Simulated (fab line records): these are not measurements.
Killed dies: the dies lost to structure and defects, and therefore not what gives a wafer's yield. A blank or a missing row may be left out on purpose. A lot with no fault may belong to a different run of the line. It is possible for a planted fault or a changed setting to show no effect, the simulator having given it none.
A lot that was struck, set against a sound lot + flow n5Finfet + 40 out of 1938 route steps
Sound: these wafers, L193.2, L193.3, L193.6. Struck: wafer L197.5 (left out: L197.2, L197.4 of the same lot, which were not struck); the cause appears at the end.
For every step that has rows: the tool of each side, followed by ch and its chambers, followed by its first start. Under that, the readings that differ: sound wafers + struck wafers + difference of the means + sigmas: that difference in standard deviations of wafers without a fault.
alike: readings with means less than 2 such deviations apart, plus words and numbers identical on both sides. not compared: withheld readings, readings lacking a value on some wafer, bounds such as >300 that could conceal the same value, and numbers that have no deviation in the record and whose values overlap.
A row with sigmas, a row that says differs or no value, or rows on one side alone: a step with any of these is where the two part. Non-overlapping numbers with no deviation appear without sigmas and do not part them. A reading that every wafer of one side lacks parts them only if that side has two wafers or more.

first, 11 steps without rows for these wafers: N5_PMOS_HMC_CHANNEL_EPI_STRIP_33 (strips in N2/H2); N5_PMOS_HMC_CHANNEL_EPI_STRIP_17 (strips in SPM, time 750 s); N5_PMOS_HMC_CHANNEL_EPI_ETCH_38 (etches SiO2 in CF4, target depth 1.5 nm); N5_PMOS_HMC_CHANNEL_EPI_FIN_RECESS_16 (chemistry HBr/Cl2, target Si, target depth 54 nm, time 18 s); N5_PMOS_HMC_CHANNEL_EPI_PRECLEAN_36 (cleans in O3/DIW, time 45 s); N5_PMOS_HMC_CHANNEL_EPI_PRECLEAN_18 (cleans in DHF, time 30 s); N5_PMOS_HMC_CHANNEL_EPI_SRD_19 (time 30 s); N5_PMOS_HMC_CHANNEL_EPI_EPI_20 (deposits SiGe30, target thk 59 nm); N5_PMOS_HMC_CHANNEL_EPI_HM_STRIP_35 (strips SiO2 in dHF, material SiO2, target depth 39.6 nm, time 216 s); N5_PMOS_HMC_CHANNEL_EPI_SRD_39 (time 30 s); N5_PMOS_HMC_CHANNEL_EPI_CMP_21 (polishes SiGe30, target thk 54 nm).
N5_PMOS_HMC_CHANNEL_EPI_PRECLEAN_40: cleans in DHF, time 30 s.
  sound on wetBench-04 ch 2,6,7, day 2 13:25; struck on wetBench-04 ch 1,4,7, day 3 14:07
then, 4 steps without rows for these wafers: N5_PMOS_HMC_CHANNEL_EPI_PRECLEAN_37 (cleans in O3/DIW, time 45 s); N5_PMOS_HMC_CHANNEL_EPI_PRECLEAN_24 (cleans in DHF, time 30 s); N5_PMOS_HMC_CHANNEL_EPI_SRD_25 (time 30 s); N5_PMOS_HMC_CHANNEL_EPI_EPI_26 (deposits Si from SiH4/H2, target thk 3.8 nm, time 22.7 s).
N5_PMOS_HMC_CHANNEL_EPI_INSPECT_30: inspects for defects (darkfield).
  sound: defectInspect-01 at day 2 13:52; struck: defectInspect-02 at day 3 14:35
| reading        | sound    | struck | difference | sigmas      |
|----------------|----------|--------|------------|-------------|
| rawDefectCount | 21 22 17 | 1003   | +983       | +99 or more |
then, 19 steps without rows for these wafers: N5_FIN_SAQP_PRECLEAN_42 (cleans in O3/DIW, time 60 s); N5_FIN_SAQP_PRECLEAN_00 (cleans in SC1, time 60 s); N5_FIN_SAQP_PRECLEAN_44 (cleans in SC2, time 45 s); N5_FIN_SAQP_SRD_01 (time 30 s); N5_FIN_SAQP_ALD_61 (deposits SiO2, target thk 4 nm, pulse time 1 s, purge time 2 s); N5_FIN_SAQP_DENSIFY_62 (time 60 s); N5_FIN_SAQP_HM_DEP_03 (deposits SiNx from SiH4/NH3/N2, target thk 38 nm, time 33.6 s); N5_FIN_SAQP_PECVD_47 (deposits a-Si from SiH4/He, target thk 45 nm, time 36.3 s); N5_FIN_SAQP_PECVD_48 (deposits SiNx from SiH4/NH3/N2, target thk 25 nm, time 22.1 s); N5_FIN_SAQP_PECVD_06 (deposits a-Si from SiH4/He, target thk 60 nm, time 48.1 s); N5_FIN_SAQP_HM_DEP_72 (deposits SiO2 from SiH4/N2O, target thk 12 nm, time 7.2 s); N5_FIN_SAQP_COAT_49 (time 60 s, resist thk 100 nm); N5_FIN_SAQP_COAT_50 (time 60 s, resist thk 35 nm); N5_FIN_SAQP_COAT_10 (resist thk 90 nm); N5_FIN_SAQP_EBR_12; N5_FIN_SAQP_SOFTBAKE_11 (time 60 s); N5_FIN_SAQP_EXPOSE_13 (exposes mask FIN CORE, target cd 35.6 nm); N5_FIN_SAQP_PEB_14 (peb time 60 s); N5_FIN_SAQP_DEVELOP_15 (develop time 30 s).
N5_FIN_SAQP_INSPECT_18: inspects for defects (brightfield).
  sound: defectInspect-01 at day 2 15:35; struck: defectInspect-02 at day 3 16:11
| reading        | sound       | struck | difference | sigmas |
|----------------|-------------|--------|------------|--------|
| rawDefectCount | 872 551 614 | 1457   | +778       | +6     |
N5_FIN_SAQP_INSPECT_40: inspects for defects (brightfield).
  sound: defectInspect-02 at day 2 20:03; struck: defectInspect-01 at day 3 20:52
| reading        | sound       | struck | difference | sigmas |
|----------------|-------------|--------|------------|--------|
| rawDefectCount | 223 274 189 | 1198   | +969       | +16    |
-- the record jumps here: 6 days lie between the struck wafers' starts before and after (it left off in module FIN_SAQP and takes up again in module BEOL_M4, whose first step shown is number 1111 of the route) --
N5_BEOL_M4_RC_MEAS_101:
  sound on prober-01 ch 0, day 8 20:35; struck on prober-02 ch 0, day 10 05:49
  alike: DIBL_N, DIBL_P, IOFF_N, IOFF_P, ION_N, ION_P, SS_N, SS_P, VT_N, VT_P
-- a jump in the record: the struck wafers' starts before and after are 4 days apart (it breaks off in module BEOL_M4 and resumes in module PASSIVATION, where the first step shown is number 1936 of the route) --
N5_PASSIVATION_PROBE_49:
  sound: prober-01 at day 13 13:28; struck: prober-01 at day 14 08:09
| reading                 | sound          | struck | difference | sigmas |
|-------------------------|----------------|--------|------------|--------|
| defectLimitedYield (%)  | 92.0 91.4 90.4 | 84.2   | -7.1       | -5     |
| killedAtFrontEnd        | 27 46 41       | 127    | +89        | +8     |
| killedDies              | 94 101 113     | 186    | +83        | +5     |
| sort_bin_5_function (%) | 4.8 4.8 5.7    | 8.9    | +3.8       | +4     |
| sortNPass               | 1086 1079 1067 | 994    | -83        | -3     |
| sortYieldPct (%)        | 92.0 91.4 90.4 | 84.2   | -7.1       | -3     |
  alike: killed_at_M0_to_M3, killed_at_M4_up, killedAtContacts, killedAtOther, killedOpen, killedShort, sort_bin_6_memory, sort_bin_8_speed

== WHERE THEY PART ==
Earliest at N5_PMOS_HMC_CHANNEL_EPI_INSPECT_30; latest, in this record, at N5_PASSIVATION_PROBE_49.

WHY: what had been put in by the simulator
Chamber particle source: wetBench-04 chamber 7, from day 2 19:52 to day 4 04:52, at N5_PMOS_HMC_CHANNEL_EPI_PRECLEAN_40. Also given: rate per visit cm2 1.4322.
